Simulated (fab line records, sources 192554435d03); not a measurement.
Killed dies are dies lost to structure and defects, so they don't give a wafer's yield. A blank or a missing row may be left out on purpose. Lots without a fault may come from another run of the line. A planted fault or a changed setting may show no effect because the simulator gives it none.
Split-lot experiment | flow n5_finfet | 7 lots, 21 wafers read, on a route of 1938 steps

THE SPLIT
At N5_BEOL_M13_ETCH_59 (etches BARC in N2/H2, target depth 89 nm, overetch 26.7 nm, time 67.9 s), the setting bias_w was moved away from the recipe's 150 W on 5 of the 21 wafers read, by -15.7% to +15.0%. The other wafers ran this setting at the recipe's value.

The reading is taken at the split's own step.

THE READING
rf_vpp_V, in V, at N5_BEOL_M13_ETCH_59 (etches BARC in N2/H2, target depth 89 nm, overetch 26.7 nm, time 67.9 s). Fault-free wafers of this fab line usually give 523.1 V, standard deviation 2.1 V.

wafer  | tool, chamber at the split | bias_w as run, W | against the recipe | rf_vpp_V, V | against lot-mates on the recipe
L074.3 | rie_diel-06, 2             | 150              | recipe             | 521.8       | -
L074.4 | rie_diel-06, 2             | 150              | recipe             | 522.9       | -
L074.6 | rie_diel-06, 1             | 172.5            | +15.0%             | 569.9       | +47.6
L075.2 | rie_diel-05, 0             | 150              | recipe             | 526.6       | -
L075.3 | rie_diel-05, 1             | 126.5            | -15.7%             | 470.7       | -53.7
L075.5 | rie_diel-05, 1             | 150              | recipe             | 522.2       | -
L083.2 | rie_diel-02, 3             | 165.2            | +10.1%             | 553.8       | +27.6
L083.3 | rie_diel-02, 0             | 165.2            | +10.1%             | 556.3       | +30.1
L083.4 | rie_diel-02, 1             | 150              | recipe             | 526.2       | -
L088.2 | rie_diel-05, 3             | 150              | recipe             | 526.3       | -
L088.3 | rie_diel-05, 0             | 150              | recipe             | 527.1       | -
L088.5 | rie_diel-05, 3             | 150              | recipe             | 526.3       | -
L091.3 | rie_diel-02, 2             | 150              | recipe             | 523.5       | -
L091.4 | rie_diel-02, 1             | 156.8            | +4.5%              | 541.6       | +19.9
L091.5 | rie_diel-02, 3             | 150              | recipe             | 520.0       | -
L096.1 | rie_diel-02, 1             | 150              | recipe             | 527.7       | -
L096.2 | rie_diel-02, 0             | 150              | recipe             | 524.1       | -
L096.3 | rie_diel-02, 2             | 150              | recipe             | 525.3       | -
L097.2 | rie_diel-02, 0             | 150              | recipe             | 525.1       | -
L097.3 | rie_diel-02, 3             | 150              | recipe             | 519.6       | -
L097.4 | rie_diel-02, 2             | 150              | recipe             | 523.8       | -

THE FIT
A straight line over all 21 wafers: rf_vpp_V changes by +3.21 V for each +1% of bias_w; r = +0.99; the points scatter about the line by 2.6 V.
The same after taking each lot's own level away (the mean of its wafers on the recipe; 21 wafers): +3.21 V for each +1%; r = +0.99; scatter 2.4 V.
On that fit, the largest move of bias_w shifts the reading by 50 V.
The lots' own levels span 521.75 to 526.57 V, that is 2.3 times the standard deviation above.
So the lot-to-lot level changes the slope little: the two slopes agree.
Check: with one of the wafers moved furthest among these (-15.7%) left out of the fit, the line predicts -47.8 V for it against its lot-mates. It came out at -53.7 V against them.
Tool readings at the split's step, against how far the setting was moved: rf_vpp_V r = +0.99.

OTHER SPLITS ON THESE WAFERS
These wafers also went through other splits before the reading. Each is held against what the fit with the lots' levels taken away leaves over:
other split on the same wafers   | wafers away from the commonest value | r with rf_vpp_V (lot level and that fit taken away)
N5_BEOL_M9_TRENCH_ETCH_37 bias_w | 8                                    | +0.39
N5_BEOL_M10_ETCH_41 source_w     | 7                                    | -0.07
N5_BEOL_M11_COAT_63 spin_rpm     | 3                                    | +0.18
N5_BEOL_M11_COAT_22 spin_rpm     | 9                                    | +0.16
N5_BEOL_M13_COAT_04 spin_rpm     | 8                                    | -0.21

THE FILE'S OWN FIT
rf_vpp_V changes by +3.26 V for each +1% of bias_w, r = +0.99.
